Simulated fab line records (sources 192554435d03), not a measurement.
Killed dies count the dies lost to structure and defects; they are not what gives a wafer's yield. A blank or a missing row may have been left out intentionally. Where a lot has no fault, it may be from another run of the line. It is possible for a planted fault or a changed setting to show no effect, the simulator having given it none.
fab line records -- flow n5_finfet
record lots=9, wafers=25, last_day=18
route steps=1938 shown FIN_SAQP@134 BEOL_M4@1111 PASSIVATION@1936
lots with no fault: from the same line, run without faults
start_h: hours from the record's opening day to when the first of the lot's shown wafers began -- wait_h: hours from the lot's prior step to this one -- " identical to the entry in the row above -- L1.1+2: several wafers, shown together as one row -- - either no value or no given start -- * or withheld: withheld -- < > ~ a bound
route shown NAME@n: names a module that has steps shown in the file, with the first one's number in the route -- usual: the fault-free wafers' mean and standard deviation -- same: alike in all rows -- chamber/n: place in a boat -- sites: readings site by site -- _std_site: standard deviation across them -- _edge_site: the outer-site mean with the inner-site mean subtracted -- radius_mm: for every site, how far away it sits from the centre of the wafer -- mask NAME#n: copy n -- behind: tool/chamber where the wafer was last shaped -- hold: cause of the lot's hold/its duration in hours/its outcome -- device: which transistor (n, p or np) failed to switch -- end of line: the route-end tests of the same wafers -- where a step has no rows: the recipe by itself -- killed: dies that structure and defects cost at the first sort, which is not the same as the wafer's yield -- map: dies across one wafer; x = killed, . = not, _ = none there
set.NAME: the setting that was run; set.NAME@STEP: the one run at that earlier step -- model.NAME: the simulator's own value behind a step, which no gauge read
one table for each step of the route and one row for each wafer, over a sample of lots
services: a tool's chamber out of use, with start hour (start_h, from the record's first day; less than 0 if before it), hours out, and reason
## steps
# step N5_FIN_SAQP_ETCH_69
# recipe chemistry=N2/H2, target=SOC, target_depth_a=1500, stop_on=SiNx, ion_energy_ev=100, bias_w=61, pressure_mtorr=30, source_w=850, n2_flow_sccm=200, h2_flow_sccm=200
# usual bias_w=61.00/0.17, chamber_pressure_mTorr=30.004/0.026, drypump_motor_current_A=5.7/0.47, oes_product_au=0.75/0.091, rf_vpp_V=240.3/1, showerhead_plenum_p_Torr=2.50/0.051, throttle_valve_pct=17.83/0.27
lot.wafer,tool,chamber,start_h,wait_h,bias_w,chamber_pressure_mTorr,drypump_motor_current_A,oes_product_au,rf_hours_counter_h,rf_vpp_V,showerhead_plenum_p_Torr,throttle_valve_pct
L709.1,rie_diel-01,2,38.38,-,61.22,30.016,5.8,0.65,239,240.8,2.49,18.00
L709.2,rie_diel-01,0,38.38,-,60.73,30.001,4.9,0.72,177,240.7,2.53,18.09
L709.5,rie_diel-01,2,38.38,-,61.14,30.025,5.8,0.65,-,240.8,2.49,17.97
L715.4,rie_diel-06,0,72.90,-,60.90,30.023,5.8,0.81,82,239.7,2.45,17.36
L715.5,rie_diel-06,1,72.90,-,61.18,30.045,5.7,0.70,-,240.3,2.51,17.86
L722.1,rie_diel-06,0,116.76,-,60.76,29.992,5.8,0.79,94,240.4,2.45,17.39
L722.3,rie_diel-06,2,116.76,-,61.07,30.017,4.9,0.92,26,241.0,2.60,18.00
L722.5,rie_diel-06,2,116.76,-,61.14,30.014,4.9,0.92,-,241.6,2.60,17.99
L723.1,rie_diel-01,2,121.80,-,60.76,29.987,5.8,0.91,9,238.9,2.48,17.64
L723.2,rie_diel-01,0,121.80,-,61.11,30.041,4.9,0.70,207,240.8,2.52,18.14
L723.6,rie_diel-01,3,121.80,-,61.22,30.038,6.1,0.84,-,240.1,2.48,17.36
L724.1,rie_diel-06,0,127.94,-,61.01,30.037,5.7,0.79,98,238.7,2.45,17.41
L724.4,rie_diel-06,0,127.94,-,60.97,29.994,5.8,0.80,-,239.8,2.45,17.41
L724.5,rie_diel-06,1,127.94,-,60.78,30.027,5.8,0.69,-,241.2,2.50,17.90
L727.2,rie_diel-01,3,146.49,-,61.23,30.045,6.1,0.83,63,240.3,2.47,17.38
L727.4,rie_diel-01,3,146.49,-,61.11,29.995,6.1,0.83,-,241.2,2.47,17.39
L728.4,rie_diel-01,3,152.17,-,61.06,29.962,6.1,0.83,65,238.8,2.47,17.38
L728.5,rie_diel-01,0,152.17,-,61.05,29.998,4.9,0.69,-,240.2,2.51,18.18
L728.6,rie_diel-01,1,152.17,-,61.07,30.015,6.3,0.68,-,239.6,2.48,17.86
L729.1,rie_diel-01,0,159.79,-,60.95,30.037,4.9,0.68,224,241.2,2.51,18.17
L729.3,rie_diel-01,2,159.79,-,61.21,30.018,5.8,0.88,20,240.1,2.47,17.67
L729.5,rie_diel-01,2,159.79,-,61.07,30.042,5.8,0.88,-,239.7,2.47,17.66
L730.2,rie_diel-01,2,163.34,-,61.16,29.994,5.8,0.88,22,240.9,2.47,17.66
L730.3,rie_diel-01,0,163.34,-,60.81,30.029,4.9,0.69,225,240.1,2.51,18.18
L730.6,rie_diel-01,3,163.34,-,60.81,30.001,6.1,0.83,-,239.5,2.47,17.40
# step N5_FIN_SAQP_SPACER2_ETCHBACK_29
# recipe chemistry=CHF3/O2, mode=anisotropic_etchback, target=SiO2, target_depth_a=122, time_s=6.1, pressure_mtorr=30, source_w=650, bias_w=170, Ar_flow_sccm=200, CHF3_flow_sccm=50, O2_flow_sccm=5, ion_energy_ev=200
# usual drypump_motor_current_A=5.7/0.44, mfc_ar_sccm=200.0/0.62, oes_ar_750_au=0.78/0.092, oes_product_au=0.78/0.1, rf_vpp_V=525/10, showerhead_plenum_p_Torr=2.39/0.044, throttle_valve_pct=18.94/0.26
lot.wafer,tool,chamber,start_h,wait_h,drypump_motor_current_A,mfc_ar_sccm,oes_ar_750_au,oes_product_au,rf_hours_counter_h,rf_vpp_V,showerhead_plenum_p_Torr,throttle_valve_pct
L709.1,rie_diel-06,2,39.33,0.2,4.9,200.0,1.01,1.04,1,544,2.46,18.94
L709.2,rie_diel-06,0,39.33,0.2,5.7,200.2,0.84,0.84,70,519,2.35,18.59
L709.5,rie_diel-06,0,39.33,0.2,5.7,200.8,0.84,0.84,-,520,2.35,18.59
L715.4,rie_diel-06,1,73.68,0.2,5.7,199.8,0.72,0.71,185,532,2.39,19.00
L715.5,rie_diel-06,0,73.68,0.2,5.8,201.6,0.83,0.82,-,520,2.35,18.60
L722.1,rie_diel-06,1,117.42,0.2,5.8,199.4,0.72,0.70,199,530,2.38,19.00
L722.3,rie_diel-06,2,117.42,0.2,4.9,200.1,0.92,0.95,26,543,2.45,18.97
L722.5,rie_diel-06,2,117.42,0.2,4.9,200.1,0.92,0.94,-,543,2.45,18.98
L723.1,rie_diel-03,1,122.43,0.2,5.9,200.0,1.00,0.99,0,528,2.45,18.31
L723.2,rie_diel-03,3,122.43,0.2,5.8,199.5,0.82,0.80,83,502,2.44,19.00
L723.6,rie_diel-03,1,122.43,0.2,5.9,200.5,1.01,1.00,-,528,2.45,18.31
L724.1,rie_diel-06,3,128.57,0.2,6.0,199.5,0.69,0.68,211,524,2.39,19.23
L724.4,rie_diel-06,1,128.57,0.2,5.7,199.8,0.70,0.71,-,531,2.38,19.03
L724.5,rie_diel-06,3,128.57,0.2,6.0,201.2,0.69,0.67,-,523,2.39,19.22
L727.2,rie_diel-01,1,147.32,0.2,6.3,200.8,0.70,0.67,244,509,2.37,19.06
L727.4,rie_diel-01,3,147.32,0.2,6.1,199.4,0.84,0.84,-,519,2.35,18.48
L728.4,rie_diel-06,3,155.65,0.3,6.0,200.2,0.68,0.66,-,521,2.38,19.23
L728.5,rie_diel-06,2,155.65,0.3,4.9,199.9,0.91,0.93,-,543,2.44,19.00
L728.6,rie_diel-06,0,155.65,0.3,5.7,200.6,0.80,0.79,-,520,2.34,18.65
L729.1,rie_diel-06,0,160.45,0.2,5.7,199.7,0.79,0.79,113,519,2.34,18.66
L729.3,rie_diel-06,3,160.45,0.2,6.0,199.9,0.68,0.67,226,522,2.38,19.24
L729.5,rie_diel-06,2,160.45,0.2,4.9,199.9,0.90,0.93,-,544,2.44,19.00
L730.2,rie_diel-03,0,163.98,0.2,5.2,199.6,0.71,0.72,188,531,2.31,18.91
L730.3,rie_diel-03,1,163.98,0.2,5.9,201.2,0.93,0.93,16,528,2.44,18.33
L730.6,rie_diel-03,0,163.98,0.2,5.2,199.3,0.72,0.72,-,531,2.31,18.92
# step N5_FIN_SAQP_MANDREL2_REMOVE_60
# recipe chemistry=HBr/Cl2/O2, bt_time_s=10, target=a-Si, stop_on=SiNx, endpoint=OES-SiCl, over_etch_frac=1, icp_w=600, bias_w=22, HBr_flow_sccm=150, Cl2_flow_sccm=80, O2_flow_sccm=5, pressure_mtorr=10
# usual drypump_motor_current_A=5.5/0.39, mfc_cl2_sccm=80.01/0.26, oes_product_au=1.003/0.017, throttle_valve_pct=36.9/0.37
lot.wafer,tool,chamber,start_h,wait_h,drypump_motor_current_A,mfc_cl2_sccm,oes_product_au,rf_hours_counter_h,throttle_valve_pct
L709.1,rie_si-04,1,39.42,0.1,5.3,80.55,1.015,53,36.6
L709.2,rie_si-04,2,39.42,0.1,5.0,79.79,1.012,141,37.2
L709.5,rie_si-04,0,39.42,0.1,5.0,79.78,0.988,-,36.5
L715.4,rie_si-03,2,73.76,0.1,5.5,80.00,0.990,106,37.2
L715.5,rie_si-03,2,73.76,0.1,5.5,79.61,0.998,-,37.1
L722.1,rie_si-04,1,117.51,0.1,5.2,80.17,1.005,55,36.6
L722.3,rie_si-04,0,117.51,0.1,5.0,80.02,0.998,4,36.6
L722.5,rie_si-04,3,117.51,0.1,5.2,80.23,1.018,-,36.6
L723.1,rie_si-03,0,122.52,0.1,5.7,80.13,0.962,112,36.4
L723.2,rie_si-03,3,122.52,0.1,5.8,80.36,1.001,131,37.1
L723.6,rie_si-03,0,122.52,0.1,5.7,80.36,0.972,-,36.4
L724.1,rie_si-03,2,128.65,0.1,5.5,79.75,0.989,107,37.1
L724.4,rie_si-03,1,128.65,0.1,5.8,80.50,1.014,105,37.3
L724.5,rie_si-03,1,128.65,0.1,5.8,80.20,1.010,-,37.3
L727.2,rie_si-03,0,147.40,0.1,5.7,80.15,0.967,113,36.4
L727.4,rie_si-03,1,147.40,0.1,5.8,80.24,1.027,105,37.3
L728.4,rie_si-03,2,155.70,0.0,5.5,79.95,0.992,107,37.2
L728.5,rie_si-03,3,155.70,0.0,5.8,80.15,1.009,-,37.2
L728.6,rie_si-03,2,155.70,0.0,5.5,80.02,0.994,-,37.2
L729.1,rie_si-04,1,160.53,0.1,5.2,79.94,1.022,56,36.6
L729.3,rie_si-04,2,160.53,0.1,5.0,79.89,1.017,144,37.2
L729.5,rie_si-04,2,160.53,0.1,5.0,80.10,1.013,-,37.1
L730.2,rie_si-03,3,164.07,0.1,5.8,80.09,0.998,131,37.2
L730.3,rie_si-03,0,164.07,0.1,5.7,79.62,0.978,113,36.4
L730.6,rie_si-03,1,164.07,0.1,5.8,80.27,1.028,-,37.3
# step N5_FIN_SAQP_FIN_ETCH_36
# recipe chemistry=HBr/Cl2/O2, target_depth_a=1200, mask_material=SiNx, time_s=50.4, bias_w=102, pressure_mtorr=10, icp_w=800, HBr_flow_sccm=150, Cl2_flow_sccm=80, O2_flow_sccm=12
# usual HBr_flow_sccm=150.0/0.46, O2_flow_sccm=12.00/0.033, drypump_motor_current_A=5.7/0.46, mfc_cl2_sccm=80.01/0.23, oes_product_au=1.000/0.018, throttle_valve_pct=36.3/0.42
lot.wafer,tool,chamber,start_h,wait_h,HBr_flow_sccm,O2_flow_sccm,drypump_motor_current_A,mfc_cl2_sccm,oes_product_au,rf_hours_counter_h,throttle_valve_pct
L709.1,rie_si-05,0,39.91,0.0,149.9,12.04,6.0,80.33,1.008,61,35.7
L709.2,rie_si-05,2,39.91,0.0,150.6,11.97,6.6,80.07,1.000,27,36.6
L709.5,rie_si-05,1,39.91,0.0,149.3,11.97,5.8,80.17,1.000,-,36.1
L715.4,rie_si-05,1,74.21,0.0,150.4,11.97,5.8,79.94,1.018,96,36.1
L715.5,rie_si-05,1,74.21,0.0,150.4,11.96,5.8,80.10,1.013,-,36.1
L722.1,rie_si-03,1,117.95,0.0,-,-,-,-,-,-,-
L722.3,rie_si-03,2,117.95,0.0,-,-,-,-,-,-,-
L722.5,rie_si-03,3,117.95,0.0,-,-,-,-,-,-,-
L723.1,rie_si-05,3,122.98,0.0,-,-,-,-,-,-,-
L723.2,rie_si-05,1,122.98,0.0,-,-,-,-,-,-,-
L723.6,rie_si-05,1,122.98,0.0,-,-,-,-,-,-,-
L724.1,rie_si-05,1,129.26,0.0,-,-,-,-,-,-,-
L724.4,rie_si-05,0,129.26,0.0,-,-,-,-,-,-,-
L724.5,rie_si-05,3,129.26,0.0,-,-,-,-,-,-,-
L727.2,rie_si-05,1,147.85,0.0,149.9,12.03,5.8,79.56,1.001,97,36.1
L727.4,rie_si-05,2,147.85,0.0,149.0,12.04,6.6,80.43,0.986,29,36.6
L728.4,rie_si-05,0,156.15,0.0,150.9,12.05,6.0,79.96,1.008,64,35.7
L728.5,rie_si-05,2,156.15,0.0,150.0,12.01,6.6,79.81,1.000,-,36.6
L728.6,rie_si-05,1,156.15,0.0,150.7,11.99,5.8,80.20,1.004,-,36.1
L729.1,rie_si-05,3,161.02,0.0,150.6,12.00,5.4,79.98,0.968,44,36.9
L729.3,rie_si-05,1,161.02,0.0,150.6,12.03,5.8,80.08,1.010,97,36.1
L729.5,rie_si-05,3,161.02,0.0,150.3,12.05,5.4,79.87,0.979,-,36.9
L730.2,rie_si-05,1,164.51,0.0,150.5,12.02,5.8,80.28,1.021,97,36.1
L730.3,rie_si-05,2,164.51,0.0,150.2,11.96,6.6,80.26,1.006,29,36.5
L730.6,rie_si-05,2,164.51,0.0,150.2,12.02,6.6,79.44,0.999,-,36.6
# step N5_FIN_SAQP_OCD_MEAS_76
# usual trench_depth_nm=120.1/1.5
lot.wafer,tool,chamber,start_h,wait_h,trench_depth_nm
L709.1,ocd-01,-,40.13,0.0,121.0
L709.2,ocd-01,-,40.13,0.0,117.5
L709.5,ocd-01,-,40.13,0.0,119.5
L715.4,ocd-01,-,74.43,0.0,121.8
L715.5,ocd-01,-,74.43,0.0,120.3
L722.1,ocd-02,-,118.17,0.0,0.5
L722.3,ocd-02,-,118.17,0.0,0
L722.5,ocd-02,-,118.17,0.0,0
L723.1,ocd-01,-,123.22,0.0,0.1
L723.2,ocd-01,-,123.22,0.0,0
L723.6,ocd-01,-,123.22,0.0,0
L724.1,ocd-02,-,129.48,0.0,0.4
L724.4,ocd-02,-,129.48,0.0,0.1
L724.5,ocd-02,-,129.48,0.0,0.3
L727.2,ocd-02,-,148.07,0.0,120.3
L727.4,ocd-02,-,148.07,0.0,117.8
L728.4,ocd-01,-,156.38,0.0,120.4
L728.5,ocd-01,-,156.38,0.0,118.3
L728.6,ocd-01,-,156.38,0.0,119.9
L729.1,ocd-01,-,161.23,0.0,121.2
L729.3,ocd-01,-,161.23,0.0,120.0
L729.5,ocd-01,-,161.23,0.0,121.1
L730.2,ocd-02,-,164.74,0.0,121.2
L730.3,ocd-02,-,164.74,0.0,119.7
L730.6,ocd-02,-,164.74,0.0,119.2
# step N5_BEOL_M4_RC_MEAS_101
# usual DIBL_N=35.6/1.7, DIBL_P=35.0/2, IOFF_N=0.148/0.027, IOFF_P=0.19/0.032, ION_N=671/14, ION_P=460/9.1, SS_N=71.3/0.62, SS_P=73.0/0.64, VT_N=251/3.2, VT_P=-251.5/2.9
lot.wafer,tool,chamber,start_h,wait_h,DIBL_N[mV/V],DIBL_P[mV/V],IOFF_N[nA/um],IOFF_P[nA/um],ION_N[uA/um],ION_P[uA/um],SS_N[mV/dec],SS_P[mV/dec],VT_N[mV],VT_P[mV]
L709.1,prober-01,0,205.35,0.0,33.6,31.9,0.105,0.15,636,438,70.7,72.2,258,-257.1
L709.2,prober-01,0,205.35,0.0,34.8,34.4,0.125,0.18,660,452,70.5,73.2,251,-251.7
L709.5,prober-01,0,205.35,0.0,35.2,33.7,0.122,0.17,650,452,70.6,72.0,254,-253.8
L715.4,prober-02,0,217.85,0.5,35.9,36.2,0.157,0.23,663,458,71.7,73.0,250,-249.4
L715.5,prober-02,0,217.85,0.5,35.4,35.7,0.155,0.22,680,465,71.7,72.7,249,-250.6
L727.2,prober-02,0,305.38,0.2,35.5,34.2,0.119,0.18,662,458,70.5,72.3,253,-251.4
L727.4,prober-02,0,305.38,0.2,40.2,40.5,0.222,0.30,692,475,72.3,73.4,247,-244.4
L728.4,prober-02,0,308.85,0.5,34.3,32.5,0.125,0.17,661,453,71.1,72.1,250,-253.9
L728.5,prober-02,0,308.85,0.5,36.1,34.7,0.166,0.21,677,458,71.4,72.9,245,-248.5
L728.6,prober-02,0,308.85,0.5,33.4,31.5,0.114,0.16,662,460,70.9,71.8,254,-254.1
L730.2,prober-02,0,321.94,0.2,37.7,37.6,0.200,0.22,701,468,71.8,74.1,246,-253.1
L730.3,prober-02,0,321.94,0.2,35.9,35.5,0.155,0.19,679,458,71.2,73.3,249,-251.3
L730.6,prober-02,0,321.94,0.2,36.3,36.0,0.166,0.20,681,456,71.3,73.6,245,-250.3
L729.1,prober-01,0,322.01,0.0,37.0,37.4,0.156,0.22,677,472,71.3,73.3,250,-251.2
L729.3,prober-01,0,322.01,0.0,36.2,35.8,0.144,0.18,680,464,71.2,72.3,251,-253.6
L729.5,prober-01,0,322.01,0.0,34.6,33.7,0.120,0.16,668,462,69.9,72.6,254,-252.9
# step N5_PASSIVATION_PROBE_49
# usual killed_at_M0_to_M3=35/11, killed_at_M4_up=14/5.4, killed_at_contacts=13/6, killed_at_front_end=38/11, killed_at_other=3.4/2.6, killed_dies=104/19, killed_on_rim=13/3.9, killed_open=68/13, killed_short=34/8.5
# same gross_dies=1180, killed_at_back_side=0
lot.wafer,tool,chamber,start_h,wait_h,killed_at_M0_to_M3,killed_at_M4_up,killed_at_contacts,killed_at_front_end,killed_at_other,killed_dies,killed_on_rim,killed_open,killed_short
L709.1,prober-01,-,319.38,0.0,35,24,14,31,2,106,13,63,42
L709.2,prober-01,-,319.43,0.1,43,17,19,27,3,109,17,68,37
L709.5,prober-01,-,319.58,0.2,27,13,17,39,1,97,14,65,31
L722.1,prober-02,-,389.38,0.0,34,14,17,1105,10,1180,152,80,40
L722.3,prober-02,-,389.48,0.1,42,13,5,1115,5,1180,152,90,31
L722.5,prober-02,-,389.58,0.2,24,20,26,1106,4,1180,152,80,32
L723.1,prober-01,-,396.43,0.0,40,13,21,1104,2,1180,152,89,51
L723.2,prober-01,-,396.48,0.1,44,17,4,1114,1,1180,152,81,35
L723.6,prober-01,-,396.68,0.3,36,23,24,1096,1,1180,152,100,38
L724.1,prober-01,-,410.23,0.0,22,11,26,1116,5,1180,152,69,41
L724.4,prober-01,-,410.38,0.2,38,17,19,1105,1,1180,152,77,35
L724.5,prober-01,-,410.43,0.2,34,12,14,1117,3,1180,152,63,31
# killed by level:class
L709.1 BEOL_M5:geometric_particle:open=11 MOL_CONTACT_COAG:geometric_particle:open=10 STI_FIN_REVEAL:geometric_particle:open=7 BEOL_M0_SAQP:geometric_particle:short=7 BEOL_M0_SAQP:geometric_particle:open=7 BEOL_M3:geometric_particle:open=7 STARTING-WAFER:geometric_particle:short=6 BEOL_M3:geometric_particle:short=5
L709.2 MOL_CONTACT_COAG:geometric_particle:open=13 BEOL_M3:geometric_particle:open=12 BEOL_M0_SAQP:geometric_particle:open=8 BEOL_M0_SAQP:geometric_particle:short=7 BEOL_M2:geometric_particle:open=7 FIN_SAQP:geometric_particle:short=6 FIN_SAQP:geometric_particle:open=6 GATE_CUT:geometric_particle:short=6
L709.5 STI_FIN_REVEAL:geometric_particle:open=12 MOL_CONTACT_COAG:geometric_particle:open=12 BEOL_M1:geometric_particle:open=10 FIN_SAQP:geometric_particle:short=5 MOL_CONTACT_COAG:geometric_particle:short=5 BEOL_M0_SAQP:geometric_particle:short=4 BEOL_M1:geometric_particle:short=4 STARTING-WAFER:geometric_particle:open=4
L722.1 FIN_SAQP:area_etch=1060 MOL_CONTACT_COAG:geometric_particle:open=15 FIN_SAQP:geometric_particle:open=14 BEOL_M2:geometric_particle:open=10 BEOL_M4:geometric_particle:open=7 STI_FIN_REVEAL:geometric_particle:open=6 BEOL_M1:geometric_particle:open=6 FIN_SAQP:geometric_particle:short=5
L722.3 FIN_SAQP:area_etch=1059 STI_FIN_REVEAL:geometric_particle:open=19 BEOL_M2:geometric_particle:open=12 GATE_CUT:geometric_particle:short=9 BEOL_M0_SAQP:geometric_particle:open=7 BEOL_M0:geometric_particle:open=6 BEOL_M0_SAQP:geometric_particle:short=5 BEOL_M4:geometric_particle:open=5
L722.5 FIN_SAQP:area_etch=1064 MOL_CONTACT_COAG:geometric_particle:open=21 BEOL_M4:geometric_particle:open=11 STI_FIN_REVEAL:geometric_particle:open=9 BEOL_M2:geometric_particle:open=9 FIN_SAQP:geometric_particle:short=6 DUMMY_GATE:geometric_particle:open=6 GATE_CUT:geometric_particle:short=5
L723.1 FIN_SAQP:area_etch=1038 FIN_SAQP:geometric_particle:open=19 BEOL_M0_SAQP:geometric_particle:open=15 FIN_SAQP:geometric_particle:short=14 MOL_CONTACT_COAG:geometric_particle:open=13 GATE_CUT:geometric_particle:short=9 MOL_CONTACT_COAG:geometric_particle:short=8 BEOL_M4:geometric_particle:open=7
L723.2 FIN_SAQP:area_etch=1063 FIN_SAQP:geometric_particle:open=18 BEOL_M2:geometric_particle:open=15 STI_FIN_REVEAL:geometric_particle:open=9 FIN_SAQP:geometric_particle:short=7 BEOL_M0_SAQP:geometric_particle:open=7 BEOL_M0_SAQP:geometric_particle:short=6 BEOL_M4:geometric_particle:open=5
L723.6 FIN_SAQP:area_etch=1041 MOL_CONTACT_COAG:geometric_particle:open=20 FIN_SAQP:geometric_particle:open=19 BEOL_M4:geometric_particle:open=17 FIN_SAQP:geometric_particle:short=12 BEOL_M0_SAQP:geometric_particle:short=9 BEOL_M0_SAQP:geometric_particle:open=9 GATE_CUT:geometric_particle:open=8
L724.1 FIN_SAQP:area_etch=1069 MOL_CONTACT_COAG:geometric_particle:open=22 STI_FIN_REVEAL:geometric_particle:open=13 FIN_SAQP:geometric_particle:short=8 STI_FIN_REVEAL:geometric_particle:short=7 BEOL_M0_SAQP:geometric_particle:open=7 GATE_CUT:geometric_particle:short=6 BEOL_M2:geometric_particle:open=5
L724.4 FIN_SAQP:area_etch=1067 MOL_CONTACT_COAG:geometric_particle:open=16 STI_FIN_REVEAL:geometric_particle:open=10 BEOL_M0:geometric_particle:open=9 BEOL_M2:geometric_particle:open=9 GATE_CUT:geometric_particle:short=6 BEOL_M4:geometric_particle:open=6 BEOL_M3:geometric_particle:open=6
L724.5 FIN_SAQP:area_etch=1086 BEOL_M0_SAQP:geometric_particle:open=14 MOL_CONTACT_COAG:geometric_particle:open=11 FIN_SAQP:geometric_particle:open=7 GATE_CUT:geometric_particle:short=7 BEOL_M0_SAQP:geometric_particle:short=6 FIN_SAQP:geometric_particle:short=5 BEOL_M2:geometric_particle:open=5
## services
tool,chamber,start_h,hours,kind
rie_diel-06,2,14.77,-,clean
rie_diel-06,2,14.77,-,consumable_replace:focus_ring
rie_diel-06,2,14.77,21.9,scheduled_down
rie_diel-06,2,14.77,21.9,vent_cycle
rie_diel-03,2,20.41,8.1,repair
rie_si-05,-,24.68,0.4,repair
rie_si-03,1,36.44,6.0,repair
rie_diel-01,-,36.51,0.7,repair
rie_si-03,-,67.54,0.3,repair
rie_diel-01,2,75.48,-,clean
rie_diel-01,2,75.48,-,consumable_replace:focus_ring
rie_diel-01,2,75.48,20.9,scheduled_down
rie_diel-01,2,75.48,20.9,vent_cycle
rie_diel-06,0,76.12,3.5,repair
rie_si-05,2,91.24,4.4,repair
rie_diel-03,1,104.01,-,clean
rie_diel-03,1,104.01,-,consumable_replace:focus_ring
rie_diel-06,2,127.22,13.3,repair
rie_diel-01,3,129.40,7.0,repair
rie_diel-06,1,153.08,4.2,repair
rie_diel-01,1,162.13,-,clean
rie_diel-01,1,162.13,-,consumable_replace:focus_ring
rie_diel-01,1,162.13,17.2,scheduled_down
rie_diel-01,1,162.13,17.2,vent_cycle
## key
first_sign step=N5_FIN_SAQP_FIN_ETCH_36, reading=tool_record, direction=missing
effect step=N5_FIN_SAQP_OCD_MEAS_76, reading=trench_depth_nm, direction=down, sigmas=78, usual=120.1, struck=0.1
effect step=N5_PASSIVATION_PROBE_49, reading=killed_at_front_end, direction=up, sigmas=98, usual=38, struck=1109
more_kills_born_at N5_FIN_SAQP_FIN_ETCH_36@rie_si-05=6364, N5_FIN_SAQP_FIN_ETCH_36@rie_si-03=3183
met_at N5_FIN_SAQP_FIN_ETCH_36
struck_lots L722,L723,L724
later_rows_left_out L722.1,L722.3,L722.5,L723.1,L723.2,L723.6,L724.1,L724.4,L724.5
tester_left_out L722,L723,L724
not_acting_at N5_FIN_SAQP_ETCH_69,N5_FIN_SAQP_SPACER2_ETCHBACK_29,N5_FIN_SAQP_MANDREL2_REMOVE_60
onset_between 74.21 117.95
fault kind=skipped_step_whole, tool=rie_si-03,rie_si-05, chamber=-, onset_h=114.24, steps=N5_FIN_SAQP_FIN_ETCH_36, scope=struck_lots_only
# tester_left_out: of these lots the tester's yield and bins aren't shown, on N5 and GAA mostly nor the transistor test; their killed dies are dies lost to structure and defects alone, not to doping, threshold or leakage, so they don't give the yield
# later_rows_left_out: the simulator's readings of these wafers behind a module that went badly wrong aren't trusted and aren't shown, but for the sort
